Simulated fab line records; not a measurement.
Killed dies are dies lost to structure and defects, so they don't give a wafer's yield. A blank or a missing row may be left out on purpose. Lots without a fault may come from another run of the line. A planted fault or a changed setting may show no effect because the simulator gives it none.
Which tool did it? -- flow nand_harc -- 13 lots with 39 wafers sampled at 5 steps, on a route of 1302 steps

## WHAT EACH GAUGE READ, for each wafer
NHARC_A_ONON_D1_THK_MEAS_21: measures by ellipsometry.
lot,measured,on,thk_nm (nm)
L523,day 7 23:07,film_metro-01,1007 1009 1008
L524,day 8 16:31,film_metro-02,1005 1001 1003
L528,day 10 00:51,film_metro-02,1003 1005 1005
L529,day 10 11:10,film_metro-01,1002 1003 1003
L538,day 14 02:43,film_metro-01,995 997 993
L537,day 14 02:43,film_metro-02,1008 1007 1007
L539,day 14 21:02,film_metro-01,996 992 996
L541,day 15 15:10,film_metro-01,981 983 983
L543,day 16 07:43,film_metro-01,1000 1002 1001
L542,day 16 07:43,film_metro-02,1016 1016 1015
L544,day 16 20:41,film_metro-01,1008 1007 1006
L545,day 17 06:16,film_metro-02,1009 1010 1010
L546,day 18 04:01,film_metro-01,1000 1000 1002

NHARC_A_ONON_D1_THK_MEAS_27: measures by ellipsometry.
lot,measured,on,thk_nm (nm)
L523,day 8 00:15,film_metro-01,1015 1013 1014
L524,day 8 17:38,film_metro-02,1009 1009 1007
L528,day 10 01:59,film_metro-02,1017 1017 1017
L529,day 10 12:17,film_metro-02,1004 1003 1002
L538,day 14 03:50,film_metro-02,996 997 999
L537,day 14 03:52,film_metro-01,1007 1007 1007
L539,day 14 22:10,film_metro-02,991 986 989
L541,day 15 16:19,film_metro-02,979 977 976
L543,day 16 08:51,film_metro-01,996 995 997
L542,day 16 08:50,film_metro-02,979 981 982
L544,day 16 21:49,film_metro-01,986 989 988
L545,day 17 07:25,film_metro-02,1003 1001 1003
L546,day 18 05:15,film_metro-02,1015 1013 1015

NHARC_A_CHANNEL_HOLE_D1_OVL_MEAS_11.
lot,measured,on,overlay_x_nm (nm),overlay_y_nm (nm)
L523,day 8 07:03,overlay-02,-0.4 0.0 -0.9,-0.4 -0.2 -0.1
L524,day 9 01:02,overlay-02,0.0 0.8 -0.2,-0.9 -1.1 -1.1
L528,day 10 07:38,overlay-02,-2.0 -1.7 -1.9,0.1 -0.3 -0.6
L529,day 10 16:23,overlay-02,1.5 2.1 1.3,0.5 0.3 0.6
L538,day 14 09:18,overlay-01,1.9 1.6 1.8,-1.0 -1.6 -1.2
L537,day 14 10:43,overlay-01,-0.1 -0.2 -0.2,-0.1 0.1 0.2
L539,day 15 02:39,overlay-01,0.3 -0.1 -0.1,-0.4 -0.6 -0.2
L541,day 15 20:11,overlay-02,-0.8 -0.8 -0.6,0.5 0.1 0.5
L543,day 16 12:57,overlay-02,-0.3 -0.2 -0.3,-0.8 -0.8 -0.3
L542,day 16 12:45,overlay-01,0.5 0.5 0.4,-0.6 -1.6 -1.5
L544,day 17 03:38,overlay-01,0.2 0.4 0.6,-1.2 -1.0 -1.4
L545,day 17 11:13,overlay-02,-0.7 -0.4 -0.1,-0.4 -0.5 -0.4
L546,day 18 09:51,overlay-02,-0.2 -0.5 -0.9,0.2 -0.2 0.0

NHARC_END_SORT_01.
lot,measured,on,killed_at_array,killed_at_other,killed_at_periphery,killed_dies,killed_open,killed_short
L538,day 30 00:23,prober-02,673 670 672,0 0 1,4 7 4,677 677 677,4 2 7,2 2 2
L537,day 29 17:17,prober-01,676 669 673,1 0 1,0 8 3,677 677 677,1 3 1,4 7 1
L539,day 31 01:29,prober-02,670 668 673,0 2 1,7 7 3,677 677 677,4 2 3,3 2 2

## WHAT TOOL EACH LOT RAN ON (gives the tool, then ch and the chambers of the sampled wafers, and finally the start)
lot,NHARC_A_CHANNEL_FILL_D1_STRIP_28
L523,"rie_diel-11 ch 0,1,2, day 9 15:55"
L524,"rie_diel-09 ch 0,1,2, day 10 11:06"
L528,"rie_diel-09 ch 1,2,3, day 11 17:17"
L529,"rie_diel-08 ch 0,3, day 12 06:10"
L538,"rie_diel-11 ch 0,1,2, day 15 18:11"
L537,"rie_diel-09 ch 0,1, day 15 18:11"
L539,"rie_diel-11 ch 0,1,2, day 16 10:07"
L541,"rie_diel-09 ch 0,1,2, day 17 06:02"
L543,"rie_diel-11 ch 0,1,2, day 17 22:17"
L542,"rie_diel-09 ch 0,1,2, day 17 22:18"
L544,"rie_diel-11 ch 1,3, day 18 11:01"
L545,"rie_diel-11 ch 1,3, day 18 21:52"
L546,"rie_diel-09 ch 0,1, day 19 18:47"
- NHARC_A_CHANNEL_FILL_D1_STRIP_28: strips in O2, time 20 s.

## WHAT THE TOOLS THEMSELVES READ (means of the sampled wafers that have a number; where no wafer has one, the mark that the record gives instead)
NHARC_A_CHANNEL_FILL_D1_STRIP_28.
lot,tool,chamber_pressure_mTorr (mTorr),drypump_motor_current_A (A),oes_product_au (a.u.),rf_vpp_V (V),showerhead_plenum_p_Torr (Torr),throttle_valve_pct (%)
L523,rie_diel-11,60.00,6.0,0.998,57.9,3.48,17.038
L524,rie_diel-09,60.01,5.5,1.008,57.5,3.52,17.034
L528,rie_diel-09,60.06,5.3,1.005,57.2,3.62,17.039
L529,rie_diel-08,59.96,5.2,0.997,57.0,3.48,17.036
L538,rie_diel-11,-,-,-,-,-,-
L537,rie_diel-09,-,-,-,-,-,-
L539,rie_diel-11,-,-,-,-,-,-
L541,rie_diel-09,59.99,5.5,0.997,58.2,3.51,17.038
L543,rie_diel-11,59.99,6.0,0.996,56.8,3.47,17.030
L542,rie_diel-09,59.91,5.5,1.003,56.9,3.51,17.038
L544,rie_diel-11,60.00,5.8,0.992,57.9,3.63,17.039
L545,rie_diel-11,59.94,5.9,0.999,57.6,3.63,17.040
L546,rie_diel-09,59.92,5.6,0.991,57.1,3.40,17.032

## THE ANSWER, worked out from the rows above alone
Rule: the lots themselves supply what counts as usual. The widest of any qualifying gaps counts: lots, ordered by their means at a reading, are off when they make up no more than a third of the lots, leave a main group of 4 or more, and stand apart from it by 3 or more times the standard deviation of that group's means. If all means in a main group match to the digits the tables above print for the reading, that group is not used. A lot without any number at a reading at which 4 lots or more have one is off too. Where the step has rows for the other lots, those lots are counted as sound. After the gauges, taken in route order, come the tools' own readings; for these a lot's mean is taken, as printed above. At the first step where some lot is off, the reading lying furthest off is the one used; lots without a number count as furthest.
Off at NHARC_A_CHANNEL_FILL_D1_STRIP_28 (chamber_pressure_mTorr): L538, L537, L539. Without a number there: L538, L537, L539. Mean 59.98 mTorr and standard deviation 0.043 in the main group.
If a tool, at that step or one of the process steps before it, ran each lot that is off and ran no sound lot following the first of them, it fits. None of those tried fits.

## WHAT HAD BEEN PUT IN BY THE SIMULATOR
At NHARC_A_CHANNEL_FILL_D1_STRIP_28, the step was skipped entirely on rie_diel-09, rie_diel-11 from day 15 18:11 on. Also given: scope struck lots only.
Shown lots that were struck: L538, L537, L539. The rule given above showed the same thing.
